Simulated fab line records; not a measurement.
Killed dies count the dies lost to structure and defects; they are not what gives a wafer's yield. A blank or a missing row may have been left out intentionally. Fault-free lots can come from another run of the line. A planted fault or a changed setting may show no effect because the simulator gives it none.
A struck lot beside a sound one | flow nand-harc | 15 out of 1302 route steps
Sound: wafers L805.1, L805.3, L805.6. Wafers struck: L790.3, L790.4, L790.6. The cause is given at the end.
Each step with rows lists, per side, the tool, then ch with its chambers, then its first start. Under that, the readings that differ: sound wafers | struck wafers | difference of the means | sigmas: that difference in standard deviations of wafers without a fault.
alike: same words and numbers on both sides, and readings whose means sit less than 2 such deviations apart. not compared: any withheld reading, any reading some wafer has no value for, any bound like >300 that may hide the same value, and any number with overlapping values for which the record gives no deviation.
Wherever a step has rows on one side only, a row that says differs or no value, or a row with sigmas, the two part there. When numbers do not overlap yet have no deviation, they are printed without sigmas and do not part them. Lack of a reading on every wafer of one side parts them only where that side has two or more wafers.

NHARC_A_M1_PRE_CLEAN_30: time 30 s.
  sound on pvd-sputter-02; struck on pvd-sputter-03
  reading            | sound       | struck      | difference | sigmas
  heater-power-w (W) | 503 495 405 | 362 395 356 | -97        | -2
NHARC_A_M1_PVD_20: deposits TaN, target thk 5 nm, time 8.06 s.
  sound on pvd-sputter-02; struck on pvd-sputter-03
  alike: chamber-pressure-pa, throttle-valve-pct
NHARC_A_M1_PVD_21: deposits Cu, target thk 30 nm, time 20.49 s.
  sound on pvd-sputter-02; struck on pvd-sputter-03
  alike: chamber-pressure-pa, throttle-valve-pct
then, 2 steps without rows for these wafers: NHARC_A_M1_ECD_22 (material Cu, target thk 400 nm); NHARC_A_M1_ANNEAL_31 (time 90 s).
NHARC_A_M1_CMP_23: polishes, t overpolish 20 s, target thk 154.34 nm.
  sound on cmp-01 ch 2,3, day 31 03:34; struck on cmp-03 ch 0,2, day 25 05:14
  reading                | sound          | struck         | difference | sigmas
  time-to-endpoint-s (s) | 25.7 24.6 24.9 | 27.3 31.7 30.5 | +4.8       | +2
  alike: motor-current-A, slurry-flow-ml-min
NHARC_A_M1_THK_MEAS_24: measures by xrf.
  sound: film-metro-01 at day 31 03:53; struck: film-metro-01 at day 25 05:33
  alike: thk-nm
after that, 1 step had no rows for these wafers: NHARC_A_M1_SRD_25.
NHARC_A_M1_INSPECT_27:
  sound: defect-inspect-01 at day 31 04:02; struck: defect-inspect-02 at day 25 05:42
  alike: raw-defect-count
NHARC_A_M1_PRE_CLEAN_32: time 12 s.
  sound on pecvd-01 ch 0,1,2, day 31 04:07; struck on pecvd-02 ch 0,1, day 25 05:48
  alike: heater-power-w
  not compared: since-wet-clean-h
then, 1 step without rows for these wafers: NHARC_A_M1_DEP_33 (deposits SiCN, target thk 30 nm).
NHARC_A_BONDPAD_DEP_00: deposits SiCN, target thk 250 nm.
  sound on pecvd-04 ch 0,2, day 31 04:47; struck on pecvd-01 ch 1,2, day 25 06:29
  no value came back on the struck wafers for chamber-pressure-Torr (Torr), heater-power-outer-w (W), heater-power-w (W); on the sound wafers chamber-pressure-Torr (Torr) reads 3.002 3.002 2.996
  not compared: since-wet-clean-h
then, 2 steps without rows for these wafers: NHARC_A_BONDPAD_CMP_29 (polishes SiCN, target thk 200 nm); NHARC_A_BONDPAD_SRD_31.
NHARC_END_SORT_01:
  the record has rows for the struck wafers here (prober-02 ch 0, day 26 15:12) and none for the sound ones

WHERE THEY PART
First at NHARC_A_M1_PRE_CLEAN_30; last, within this record, at NHARC_END_SORT_01.

WHY: what had been put in by the simulator
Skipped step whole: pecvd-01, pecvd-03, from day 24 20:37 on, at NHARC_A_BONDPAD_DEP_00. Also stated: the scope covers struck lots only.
